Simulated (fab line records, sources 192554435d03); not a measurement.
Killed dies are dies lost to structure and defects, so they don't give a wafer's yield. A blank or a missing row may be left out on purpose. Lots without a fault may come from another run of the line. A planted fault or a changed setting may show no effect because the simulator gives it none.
fab line records | flow n5_finfet
record lots=7 wafers=21
route steps=1938 shown BEOL_M11@1542 BEOL_M12@1609 BEOL_M15@1779 TV_LITHO@1879 PASSIVATION@1930
start_h: hours from the record's first day to the start of the lot's first wafer shown | wait_h: hours since the lot's step before | " the same as in the row above | L1.1+2: a row that stands for several wafers | - no value, or no start given | * or withheld: withheld | < > ~ a bound
route shown NAME@n: a module of which the file shows steps, and the number in the route of the first | usual: mean/standard deviation of fault-free wafers | same: alike in all rows | chamber/n: place in a boat | sites: the reading at each site | _std_site: their standard deviation | _edge_site: outer sites' mean less inner sites' | radius_mm: how far each site lies from the wafer's centre | mask NAME#n: copy n | behind: the tool/chamber that last shaped the wafer | hold: why the lot was held/for how many hours/how that ended | device: the transistor (n, p or np) that didn't switch | end of line: the same wafers' tests at the end of the route | a step without rows: its recipe alone | killed: dies lost to structure and defects at the first sort, not the wafer's yield | map: a wafer's dies, x killed, . not, _ none there
set.NAME: the setting as run; set.NAME@STEP: as run at that earlier step | model.NAME: the simulator's own value behind a step, which no gauge read
lots whose settings were changed on purpose; a table a step, a row a wafer
## steps
# step N5_BEOL_M11_COAT_60
# recipe resist=SiARC temp_c=220 time_s=60 spin_rpm=1500 resist_thk_nm=30
# columns lot.wafer tool chamber start_h wait_h set.spin_rpm model.SiARC_of_BEOL_M11_COAT_60.thk_nm
L080.1+4 litho_track-03 0 - - 1642 28.6
L080.5 " 0 " " 1500 30
L083.3 litho_track-03 0 - - 1655 28.4
L083.4+6 " 0 " " 1500 30
L087.2+3+5 litho_track-04 0 - - 1500 30
L091.2 litho_track-04 0 - - 1375 31.2
L091.5 " 0 " " 1500 30
L091.6 " 0 " " 1375 31.4
L096.1 litho_track-03 0 - - 1500 29.8
L096.3 " 0 " " 1340 31.6
L096.6 " 0 " " 1500 30
L095.3+5 litho_track-04 0 - - 1500 30
L095.4 " 0 " " 1347 31.6
L097.4+5 litho_track-04 0 - - 1500 30
L097.6 " 0 " " 1500 29.8
# step N5_BEOL_M11_COAT_05
# recipe resist=CAR-ArF spin_rpm=1500 resist_thk_nm=90
# step N5_BEOL_M11_EBR_07
# recipe solvent=PGMEA ebr_width_mm=1.5
# step N5_BEOL_M11_DESCUM_16
# recipe chemistry=O2 time_s=7.9 source_power_w=50 bias_power_w=20 pressure_mtorr=20 rf_frequency_hz=2.712e+07 temp_c=40 resist=CAR-ArF o2_flow_sccm=225
# step N5_BEOL_M11_ETCH_61
# recipe chemistry=CF4 target=SiARC target_depth_a=390 mask_material=CAR-ArF time_s=65 ion_energy_ev=80 pressure_mtorr=40 source_w=545 bias_w=36 Ar_flow_sccm=100 cf4_flow_sccm=100 ends=cleared
# columns lot.wafer tool chamber start_h wait_h set.spin_rpm@BEOL_M11_COAT_60 model.CAR-ArF_of_BEOL_M11_COAT_05.thk_nm model.etch.depth_nm
L080.1 rie_diel-03 3 255.44 0.0 1642 56.6 28.63
L080.4 " 2 " " 1642 57 28.6
L080.5 " 3 " " 1500 55.4 30.02
L083.3 rie_diel-01 0 258.88 0.0 1655 56.8 28.41
L083.4 " 2 " " 1500 56 29.94
L083.6 " 0 " " 1500 55.2 29.93
L087.2 rie_diel-01 1 294.40 0.0 1500 55.6 30.05
L087.3 " 0 " " 1500 55.6 30.07
L087.5 " 0 " " 1500 55.6 30.04
L091.2 rie_diel-02 2 315.24 0.0 1375 54.2 31.26
L091.5 " 2 " " 1500 55.4 30.1
L091.6 " 1 " " 1375 54.2 31.41
L096.1 rie_diel-02 1 352.48 0.1 1500 55.6 29.88
L096.3 " 1 " " 1340 53.8 31.61
L096.6 " 1 " " 1500 55.6 29.95
L095.3 rie_diel-02 3 354.81 0.0 1500 55.8 29.96
L095.4 " 2 " " 1347 54.2 31.67
L095.5 " 1 " " 1500 55.8 29.92
L097.4 rie_diel-01 3 357.60 0.0 1500 55.4 29.91
L097.5 " 3 " " 1500 55.8 29.92
L097.6 " 0 " " 1500 55.6 29.85
# step N5_BEOL_M11_ETCH_62
# recipe chemistry=N2/H2 target=SOC target_depth_a=1100 overetch_a=220 mask_material=SiARC temp_c=40 time_s=165 ion_energy_ev=200 pressure_mtorr=30 source_w=840 bias_w=150 n2_flow_sccm=200 h2_flow_sccm=200
# columns lot.wafer tool chamber start_h wait_h set.spin_rpm@BEOL_M11_COAT_59 model.etch.depth_nm
L080.1 rie_diel-03 3 255.49 0.0 1500 99.22
L080.4 " 2 " " 1634 95.38
L080.5 " 3 " " 1634 95.68
L083.3 rie_diel-01 0 258.93 0.0 1500 99.84
L083.4 " 2 " " 1500 99.89
L083.6 " 0 " " 1374 104.7
L087.2 rie_diel-01 1 294.45 0.0 1500 99.65
L087.3 " 0 " " 1500 99.69
L087.5 " 0 " " 1500 99.82
L091.2 rie_diel-02 2 315.29 0.0 1500 99.52
L091.5 " 2 " " 1602 96.38
L091.6 " 1 " " 1602 96.61
L096.1 rie_diel-02 1 352.63 0.1 1500 99.79
L096.3 " 1 " " 1500 99.69
L096.6 " 1 " " 1383 104
L095.3 rie_diel-02 3 354.86 0.0 1617 96.53
L095.4 " 2 " " 1617 96.96
L095.5 " 1 " " 1617 96.66
L097.4 rie_diel-01 3 357.65 0.0 1500 99.81
L097.5 " 3 " " 1500 100.1
L097.6 " 0 " " 1500 99.78
# step N5_BEOL_M11_STRIP_68
# recipe chemistry=N2/H2 temp_c=40 n2_flow_sccm=200 h2_flow_sccm=200 rf_frequency_hz=6e+07
# step N5_BEOL_M11_STRIP_67
# recipe chemistry=CF4 resist=SiARC power_w=300 bias_power_w=75 pressure_mtorr=50 cf4_flow_sccm=150 rf_frequency_hz=6e+07
# step N5_BEOL_M11_HM_OPEN_17
# recipe chemistry=Cl2/BCl3 target_depth_a=200 overetch_a=60 target=TiN mask_material=SOC ion_energy_ev=150 pressure_mtorr=10 icp_w=1000 bias_w=126 Cl2_flow_sccm=53.25 bcl3_flow_sccm=21.75 Ar_flow_sccm=25
# columns lot.wafer tool chamber start_h wait_h set.spin_rpm@BEOL_M11_COAT_59 model.SOC_of_BEOL_M11_COAT_59.thk_nm
L080.1 rie_metal-01 0 255.67 0.0 1500 91.4
L080.4 " 1 " " 1634 87.6
L080.5 " 0 " " 1634 88
L083.3 rie_metal-02 1 259.14 0.1 1500 92
L083.4 " 0 " " 1500 91.8
L083.6 " 1 " " 1374 96.8
L087.2 rie_metal-02 0 294.64 0.0 1500 91.4
L087.3 " 1 " " 1500 91.8
L087.5 " 0 " " 1500 91.6
L091.2 rie_metal-01 0 315.49 0.0 1500 91.6
L091.5 " 0 " " 1602 88.6
L091.6 " 1 " " 1602 88.8
L096.1 rie_metal-03 1 353.15 0.1 1500 91.6
L096.3 " 1 " " 1500 91.4
L096.6 " 1 " " 1383 95.8
L095.3+5 rie_metal-03 1 355.11 0.1 1617 88.4
L095.4 " 1 " " 1617 88.8
L097.4+6 rie_metal-01 0 357.87 0.1 1500 92
L097.5 " 1 " " 1500 92.4
# step N5_BEOL_M12_PEB_08
# recipe peb_temp_c=130 peb_time_s=90
# columns lot.wafer tool chamber start_h wait_h set.peb_temp_c
L080.1+4 litho_track-03 0 262.14 0.1 129
L080.5 " 0 " " 130
L083.3+6 litho_track-02 0 264.42 0.0 130
L083.4 " 0 " " 132.1
L087.2+3+5 litho_track-02 0 300.96 0.0 130
L091.2+6 litho_track-05 0 324.42 0.0 130
L091.5 " 0 " " 126.4
L096.1+3+6 litho_track-02 0 364.56 0.1 130
L097.4+6 litho_track-02 0 367.32 0.0 130
L097.5 " 0 " " 133.6
L095.3+5 litho_track-02 0 367.57 0.0 130
L095.4 " 0 " " 128.1
# step N5_BEOL_M12_DEVELOP_09
# recipe develop_time_s=45 rinse_liquid=diw dry=air_spin dev_temp_c=21
# step N5_BEOL_M12_HARDBAKE_14
# recipe temp_c=130 time_s=120
# step N5_BEOL_M12_CD_MEAS_10
# recipe target_cd_nm=140 landing_energy_ev=500 detector=se_inlens polarity=opening
# usual cd_nm=140.8/1.9
# columns lot.wafer tool chamber start_h wait_h set.peb_temp_c@BEOL_M12_PEB_08 cd_nm
L080.1 cd_sem-01 0 262.25 - 129 135.6
L080.4 " 0 " " 129 135.9
L080.5 " 0 " " 130 141.7
L083.3 cd_sem-01 0 264.53 - 130 141.5
L083.4 " 0 " " 132.1 144.2
L083.6 " 0 " " 130 139.8
L087.2 cd_sem-02 0 301.08 - 130 138.6
L087.3 " 0 " " 130 139.4
L087.5 " 0 " " 130 139.2
L091.2 cd_sem-03 0 324.54 - 130 141.7
L091.5 " 0 " " 126.4 126.6
L091.6 " 0 " " 130 142.0
L096.1 cd_sem-01 0 364.68 - 130 142.0
L096.3 " 0 " " 130 136.3
L096.6 " 0 " " 130 136.9
L097.4 cd_sem-01 0 367.43 - 130 143.1
L097.5 " 0 " " 133.6 149.5
L097.6 " 0 " " 130 141.0
L095.3 cd_sem-01 0 367.69 - 130 138.0
L095.4 " 0 " " 128.1 131.9
L095.5 " 0 " " 130 140.1
# step N5_BEOL_M15_EXPOSE_07
# recipe mask_id=V14 na=0.8 source_shape=annular sigma_inner=0.5 sigma_outer=0.8 polarization=unpolarized attpsm_phase_deg=180 dose_mj=41.25
# columns lot.wafer tool chamber start_h wait_h mask set.dose_mj
L080.1+4+5 krf_scanner-02 0 284.72 - V14#0 41.25
L083.3+6 krf_scanner-02 0 285.38 - V14#0 42.69
L083.4 " 0 " " V14#0 41.25
L087.2+3+5 krf_scanner-02 0 323.61 - V14#0 41.25
L091.2+5+6 krf_scanner-01 0 349.18 - V14#0 41.25
L096.1+3 krf_scanner-02 0 380.87 - V14#0 41.25
L096.6 " 0 " " V14#0 39.61
L097.4 krf_scanner-02 0 381.76 - V14#0 41.25
L097.5+6 " 0 " " V14#0 38.99
L095.3+4+5 krf_scanner-02 0 385.21 - V14#0 39.61
# step N5_BEOL_M15_PEB_08
# recipe peb_temp_c=130 peb_time_s=90
# step N5_BEOL_M15_DEVELOP_09
# recipe develop_time_s=45 rinse_liquid=diw dry=air_spin dev_temp_c=21
# step N5_BEOL_M15_HARDBAKE_14
# recipe temp_c=130 time_s=120
# step N5_BEOL_M15_CD_MEAS_10
# recipe target_cd_nm=360 landing_energy_ev=500 detector=se_inlens polarity=opening
# usual cd_nm=359.4/1.5
# columns lot.wafer tool chamber start_h wait_h set.dose_mj@BEOL_M15_EXPOSE_07 cd_nm
L080.1 cd_sem-02 0 284.89 - 41.25 357.3
L080.4 " 0 " " 41.25 358.0
L080.5 " 0 " " 41.25 359.4
L083.3 cd_sem-02 0 285.55 - 42.69 367.8
L083.4 " 0 " " 41.25 361.0
L083.6 " 0 " " 42.69 364.6
L087.2 cd_sem-01 0 323.77 - 41.25 357.0
L087.3 " 0 " " 41.25 359.6
L087.5 " 0 " " 41.25 359.0
L091.2 cd_sem-02 0 349.34 - 41.25 358.7
L091.5 " 0 " " 41.25 360.4
L091.6 " 0 " " 41.25 359.7
L096.1 cd_sem-02 0 381.05 - 41.25 358.0
L096.3 " 0 " " 41.25 359.2
L096.6 " 0 " " 39.61 354.7
L097.4 cd_sem-03 0 381.92 - 41.25 356.3
L097.5 " 0 " " 38.99 348.7
L097.6 " 0 " " 38.99 350.0
L095.3 cd_sem-01 0 385.37 - 39.61 351.6
L095.4 " 0 " " 39.61 354.3
L095.5 " 0 " " 39.61 354.9
# step N5_BEOL_M15_TRENCH_ETCH_34
# recipe chemistry=C4F8/O2/Ar target=SiO2 target_depth_a=8729.3 he_inner_torr=15 he_outer_torr=30 time_s=199 ion_energy_ev=800 pressure_mtorr=20 source_w=1905 bias_w=2040 Ar_flow_sccm=400 C4F8_flow_sccm=16 O2_flow_sccm=12
# usual rf_vpp_V=2220/48
# columns lot.wafer tool chamber start_h wait_h set.bias_w rf_vpp_V
L080.1 rie_diel-02 3 286.84 0.0 2040 2166
L080.4 " 2 " " 2040 2141
L080.5 " 3 " " 2040 2167
L083.3 rie_diel-03 1 287.53 0.0 1766 1987
L083.4 " 2 " " 2040 2200
L083.6 " 0 " " 2040 2182
L087.2 rie_diel-02 3 325.60 0.0 2040 2167
L087.3 " 0 " " 2040 2186
L087.5 " 1 " " 2040 2218
L091.2 rie_diel-01 2 352.97 0.0 1877 2188
L091.5 " 3 " " 2040 2223
L091.6 " 0 " " 1877 2095
L096.1 rie_diel-02 1 382.85 0.0 1780 2013
L096.3 " 3 " " 2040 2166
L096.6 " 0 " " 1780 1984
L097.4 rie_diel-02 3 384.53 0.0 2040 2165
L097.5 " 3 " " 2040 2164
L097.6 " 0 " " 1823 2018
L095.3 rie_diel-01 0 387.14 0.0 2040 2221
L095.4 " 1 " " 2040 2274
L095.5 " 2 " " 2040 2320
# step N5_PASSIVATION_EXPOSE_07
# recipe mask_id=TV na=0.55 source_shape=conventional sigma_outer=0.8 polarization=unpolarized defocus_nm=0 target_cd_nm=3000 dose_mj=22.75
# columns lot.wafer tool chamber start_h wait_h mask set.dose_mj
L080.1+4 krf_scanner-01 0 293.88 - TV#0 21.29
L080.5 " 0 " " TV#0 22.75
L083.3+4 krf_scanner-02 0 298.66 - TV#0 21.5
L083.6 " 0 " " TV#0 22.75
L087.2+3+5 krf_scanner-02 0 336.10 - TV#0 22.75
L091.2 krf_scanner-01 0 369.86 - TV#0 23.48
L091.5+6 " 0 " " TV#0 22.75
L096.1+3 krf_scanner-01 0 390.65 - TV#0 22.75
L096.6 " 0 " " TV#0 21.51
L097.4+6 krf_scanner-01 0 396.95 - TV#0 23.99
L097.5 " 0 " " TV#0 22.75
L095.3+4 krf_scanner-02 0 398.01 - TV#0 21.64
L095.5 " 0 " " TV#0 22.75
# step N5_PASSIVATION_PEB_08
# recipe peb_temp_c=withheld peb_time_s=*
# step N5_PASSIVATION_DEVELOP_09
# recipe develop_time_s=60 rinse_liquid=diw dry=air_spin dev_temp_c=21
# step N5_PASSIVATION_HARDBAKE_11
# recipe temp_c=130 time_s=120
# step N5_PASSIVATION_CD_MEAS_10
# recipe target_cd_nm=3000 landing_energy_ev=500 detector=se_inlens
# usual cd_nm=3000.6/2.1
# columns lot.wafer tool chamber start_h wait_h set.dose_mj@PASSIVATION_EXPOSE_07 cd_nm
L080.1 cd_sem-02 0 294.06 - 21.29 2985.9
L080.4 " 0 " " 21.29 2984.1
L080.5 " 0 " " 22.75 2999.8
L083.3 cd_sem-01 0 298.83 - 21.5 2989.0
L083.4 " 0 " " 21.5 2988.1
L083.6 " 0 " " 22.75 3003.1
L087.2 cd_sem-03 0 336.28 - 22.75 3000.6
L087.3 " 0 " " 22.75 3001.3
L087.5 " 0 " " 22.75 3001.8
L091.2 cd_sem-02 0 370.03 - 23.48 3008.8
L091.5 " 0 " " 22.75 3004.6
L091.6 " 0 " " 22.75 3004.3
L096.1 cd_sem-03 0 390.83 - 22.75 3002.0
L096.3 " 0 " " 22.75 3000.0
L096.6 " 0 " " 21.51 2990.6
L097.4 cd_sem-01 0 397.12 - 23.99 3012.3
L097.5 " 0 " " 22.75 3001.1
L097.6 " 0 " " 23.99 3011.8
L095.3 cd_sem-01 0 398.18 - 21.64 2988.0
L095.4 " 0 " " 21.64 2987.6
L095.5 " 0 " " 22.75 2998.5
# step N5_PASSIVATION_ETCH_54
# recipe chemistry=CHF3/O2 target=SiO2 target_depth_a=8800 CHF3_flow_sccm=50 O2_flow_sccm=5 Ar_flow_sccm=200 time_s=440 mask_material=PR pressure_mtorr=30 source_w=650 bias_w=170 ion_energy_ev=200
# columns lot.wafer tool chamber start_h wait_h set.time_s model.etch.depth_nm model.PASSIVATION.feature_depth_nm
L080.1 rie_diel-06 0 300.36 0.1 440 871.6 871.6
L080.4 " 3 " " 440 904.9 904.8
L080.5 " 2 " " 440 880.8 880.8
L083.3 rie_diel-05 0 304.04 0.1 440 887.7 887.8
L083.4 " 3 " " 440 872.6 872.6
L083.6 " 0 " " 440 886.2 886.2
L087.2 rie_diel-04 3 339.84 0.1 440 865.6 865.6
L087.3 " 2 " " 440 886.8 886.8
L087.5 " 2 " " 440 886.4 886.4
L091.2 rie_diel-06 1 374.06 0.1 440 882.6 882.6
L091.5 " 3 " " 440 884.8 884.8
L091.6 " 1 " " 440 878.1 878.2
L096.1 rie_diel-06 2 394.56 0.1 514.8 1027 1027
L096.3 " 3 " " 514.8 1048 1048
L096.6 " 0 " " 514.8 1007 1007
L097.4 rie_diel-05 2 401.59 0.1 440 849 849
L097.5 " 3 " " 509.2 1008 1008
L097.6 " 0 " " 509.2 1033 1033
L095.3 rie_diel-05 1 402.92 0.1 440 876.3 876.2
L095.4 " 0 " " 497.1 1011 1011
L095.5 " 0 " " 440 889.7 889.8
## key
split step=N5_BEOL_M11_COAT_60 setting=spin_rpm stated=1500 by=wafer
response step=N5_BEOL_M11_COAT_60 reading=model.SiARC_of_BEOL_M11_COAT_60.thk_nm change=-0.155 per=1% r=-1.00
response step=N5_BEOL_M11_ETCH_61 reading=model.CAR-ArF_of_BEOL_M11_COAT_05.thk_nm change=+0.147 per=1% r=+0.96
response step=N5_BEOL_M11_ETCH_61 reading=model.etch.depth_nm change=-0.155 per=1% r=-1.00
split step=N5_BEOL_M12_PEB_08 setting=peb_temp_c stated=130 by=wafer
response step=N5_BEOL_M12_CD_MEAS_10 reading=cd_nm change=+4.03 per=1% r=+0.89
split step=N5_BEOL_M15_EXPOSE_07 setting=dose_mj stated=41.25 by=wafer
response step=N5_BEOL_M15_CD_MEAS_10 reading=cd_nm change=+1.23 per=1% r=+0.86
split step=N5_BEOL_M15_TRENCH_ETCH_34 setting=bias_w stated=2040 by=wafer
response step=N5_BEOL_M15_TRENCH_ETCH_34 reading=rf_vpp_V change=+13.6 per=1% r=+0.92
split step=N5_PASSIVATION_EXPOSE_07 setting=dose_mj stated=22.75 by=wafer
response step=N5_PASSIVATION_CD_MEAS_10 reading=cd_nm change=+2.17 per=1% r=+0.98
split step=N5_PASSIVATION_ETCH_54 setting=time_s stated=440 by=wafer
response step=N5_PASSIVATION_ETCH_54 reading=model.etch.depth_nm change=+10.5 per=1% r=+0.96
response step=N5_PASSIVATION_ETCH_54 reading=model.PASSIVATION.feature_depth_nm change=+10.5 per=1% r=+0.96
split outside_this_file step=N5_BEOL_M11_COAT_59 setting=spin_rpm
# split outside_this_file: this setting was split too, and the file shows its column; the key of that split is in another file
